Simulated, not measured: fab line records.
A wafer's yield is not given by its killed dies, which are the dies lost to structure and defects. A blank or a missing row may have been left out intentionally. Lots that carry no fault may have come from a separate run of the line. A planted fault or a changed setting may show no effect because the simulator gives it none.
Which tool is to blame? | flow n5Finfet | 36 wafers from 12 lots sampled at 2 of the route's 1938 steps

WHAT THE GAUGES READ, wafer by wafer
N5_BEOL_M3_CD_MEAS_35: target cd 18 nm, target cd y 21 nm.
lot  | measured     | on       | cdNm (nm)
L075 | day 7 10:31  | cdSem-02 | 18.0 18.5 18.5
L077 | day 7 16:12  | cdSem-02 | 17.7 18.2 17.8
L079 | day 8 01:16  | cdSem-02 | 17.9 18.0 18.4
L081 | day 9 12:00  | cdSem-01 | 17.7 18.6 18.2
L083 | day 9 21:38  | cdSem-02 | 18.3 17.9 18.1
L085 | day 10 12:48 | cdSem-02 | 18.6 18.3 17.8
L087 | day 10 16:14 | cdSem-01 | 17.9 18.2 17.9
L089 | day 11 05:20 | cdSem-03 | 17.9 17.7 17.6
L090 | day 11 19:32 | cdSem-01 | 18.3 18.1 18.5
L093 | day 12 10:38 | cdSem-01 | 18.6 18.3 18.8
L095 | day 13 04:37 | cdSem-01 | 18.1 17.9 18.2
L097 | day 13 10:07 | cdSem-03 | 18.0 18.2 17.7

WHAT TOOL EACH LOT RAN ON (gives the tool, then ch and the chambers of the sampled wafers, and finally the start)
lot  | N5_BEOL_M3_ETCH_74
L075 | rieDiel-06 ch 0,1, day 7 08:11
L077 | rieDiel-03 ch 1,2,3, day 7 14:07
L079 | rieDiel-04 ch 0,2,3, day 7 20:38
L081 | rieDiel-04 ch 0,1,2, day 8 22:08
L083 | rieDiel-03 ch 0,2, day 9 17:55
L085 | rieDiel-06 ch 0,2,3, day 10 10:07
L087 | rieDiel-04 ch 2,3, day 10 12:40
L089 | rieDiel-06 ch 1,2,3, day 11 00:17
L090 | rieDiel-06 ch 0,2,3, day 11 10:58
L093 | rieDiel-04 ch 0,1,2, day 12 04:13
L095 | rieDiel-04 ch 0,1,2, day 12 11:24
L097 | rieDiel-03 ch 1,3, day 13 04:46
- N5_BEOL_M3_ETCH_74: etches underlayer in N2/H2, target depth 6.5 nm, time 5.2 s.

THE ANSWER, worked out from the rows above alone
Rule: the usual values come from the lots themselves. Put in order of their means at a reading, lots are off if they are a third of the lots or fewer, leave a main group of 4 or more, and stand apart from it by a gap of 3 or more times the standard deviation of the main group's means; of several such gaps the widest counts. A main group is skipped when, at the precision printed for the reading in the tables above, its means are all equal. Also off: a lot with no number at a reading for which 4 or more lots have one. All remaining lots with rows at the step are treated as sound.
Nothing can be told from this: no lot is off at any reading shown.

WHAT THE SIMULATOR HAD INSERTED
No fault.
